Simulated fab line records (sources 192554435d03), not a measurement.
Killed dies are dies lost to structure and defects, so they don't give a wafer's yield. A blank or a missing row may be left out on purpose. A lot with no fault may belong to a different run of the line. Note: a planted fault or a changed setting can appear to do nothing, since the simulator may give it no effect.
Comparing a struck lot with a sound one    flow n5 finfet    14 out of 1938 route steps
Sound: these wafers, L528.2, L528.3, L528.4. Struck: wafer L539.2; the same lot's L539.1 was not struck, so it is left out; see the end for the cause.
Order at every step that has rows: each side's tool, ch and its chambers, its first start. Under that, the readings that differ: sound wafers    struck wafers    difference of the means    sigmas: that difference in standard deviations of wafers without a fault.
alike: readings whose means differ by less than 2 such deviations, and words and numbers that are the same on both sides. not compared: withheld readings, readings that some wafer has no value for, bounds like >300 that may hide the same value, and numbers for which the record gives no deviation and whose values overlap.
A row with sigmas, a row that says differs or no value, or rows on one side alone: a step with any of these is where the two part. Numbers that have no deviation but don't overlap get no sigmas and don't part them. Lack of a reading on every wafer of one side parts them only where that side has two or more wafers.

first, 4 steps without rows for these wafers: N5_BEOL_M11_SOFTBAKE_06 (time 60 s); N5_BEOL_M11_EXPOSE_08 (exposes mask M11); N5_BEOL_M11_PEB_09 (peb time 60 s); N5_BEOL_M11_DEVELOP_10 (develop time 30 s).
N5_BEOL_M11_CD_MEAS_11: target cd 64.1 nm.
  sound on cd sem-02 ch 0, day 12 12:25; struck on cd sem-03 ch 0, day 15 11:27
  alike: cd nm
N5_BEOL_M11_OVL_MEAS_12:
  sound on overlay-02 ch 0, day 12 12:27; struck on overlay-01 ch 0, day 15 11:29
  alike: M11_OVL
N5_BEOL_M11_INSPECT_13: inspects for defects (brightfield).
  sound on defect inspect-01, day 12 12:29; struck on defect inspect-02, day 15 11:30
reading           sound        struck  difference  sigmas
raw defect count  762 511 701  463     -195        -2
N5_BEOL_M11_DESCUM_16: chemistry O2, time 7.9 s.
  sound on rie diel-01 ch 0,1,2, day 12 12:31; struck on rie diel-05 ch 0, day 15 11:41
reading                 sound           struck  difference  sigmas
oes product au (a.u.)   0.84 0.87 0.86  0.66    -0.20       -3
rf hours counter h (h)  63 50 55        235     +179        
  alike: drypump motor current A, rf vpp V, showerhead plenum p Torr, throttle valve pct
N5_BEOL_M11_ETCH_61: etches SiARC in CF4, target depth 39 nm, time 65 s.
  sound on rie diel-01 ch 0,1,2, day 12 12:33; struck on rie diel-05 ch 0, day 15 11:43
reading                 sound           struck  difference  sigmas
oes product au (a.u.)   0.69 0.74 0.75  0.58    -0.15       -3
rf hours counter h (h)  63 50 55        235     +179        
  alike: drypump motor current A, etch rf on time s, rf vpp V, showerhead plenum p Torr, throttle valve pct
N5_BEOL_M11_ETCH_62: etches SOC in N2/H2, target depth 110 nm, overetch 22 nm, time 165 s.
  sound on rie diel-01 ch 0,1,2, day 12 12:36; struck on rie diel-05 ch 0, day 15 11:46
reading                 sound              struck  difference  sigmas
oes product au (a.u.)   0.70 0.72 0.71     0.59    -0.12       -2
rf hours counter h (h)  63 50 55           235     +179        
throttle valve pct (%)  17.30 17.33 17.58  17.98   +0.58       +2
  alike: drypump motor current A, rf vpp V, showerhead plenum p Torr
then, 1 step without rows for these wafers: N5_BEOL_M11_STRIP_68 (strips in N2/H2).
N5_BEOL_M11_STRIP_67: strips in CF4.
  sound on rie diel-01 ch 0,1,2, day 12 12:44; struck on rie diel-05 ch 0, day 15 11:55
reading                 sound           struck  difference  sigmas
oes product au (a.u.)   0.82 0.86 0.84  0.68    -0.16       -3
rf hours counter h (h)  63 50 55        235     +179        
  alike: drypump motor current A, rf vpp V, showerhead plenum p Torr, throttle valve pct
N5_BEOL_M11_HM_OPEN_17: chemistry Cl2/BCl3, target TiN, target depth 20 nm, overetch 6 nm.
  sound on rie metal-01 ch 0,1, day 12 12:47; struck on rie metal-01 ch 1, day 15 11:57
reading                                    sound           struck  difference  sigmas
oes product au (a.u.)                      0.53 0.53 0.77  0.85    +0.24       +3
model.SOC_of_BEOL_M11_COAT_59.thk nm (nm)  92.6 92.4 91.8  92.8    +0.5        
  alike: drypump motor current A, throttle valve pct
  not compared: rf hours counter h
N5_BEOL_M11_STRIP_19: strips in O2.
  sound on rie diel-05 ch 0,2,3, day 12 12:58; struck on rie diel-01 ch 0, day 15 12:04
reading                 sound       struck  difference  sigmas
rf hours counter h (h)  96 227 211  75      -103        
  alike: drypump motor current A, oes product au, rf vpp V, showerhead plenum p Torr, throttle valve pct

== WHERE THEY PART ==
First at N5_BEOL_M11_INSPECT_13; last, within this record, at N5_BEOL_M11_HM_OPEN_17. Later steps at which nothing parts them and some readings are alike: N5_BEOL_M11_STRIP_19.

WHY: whatever the simulator had introduced
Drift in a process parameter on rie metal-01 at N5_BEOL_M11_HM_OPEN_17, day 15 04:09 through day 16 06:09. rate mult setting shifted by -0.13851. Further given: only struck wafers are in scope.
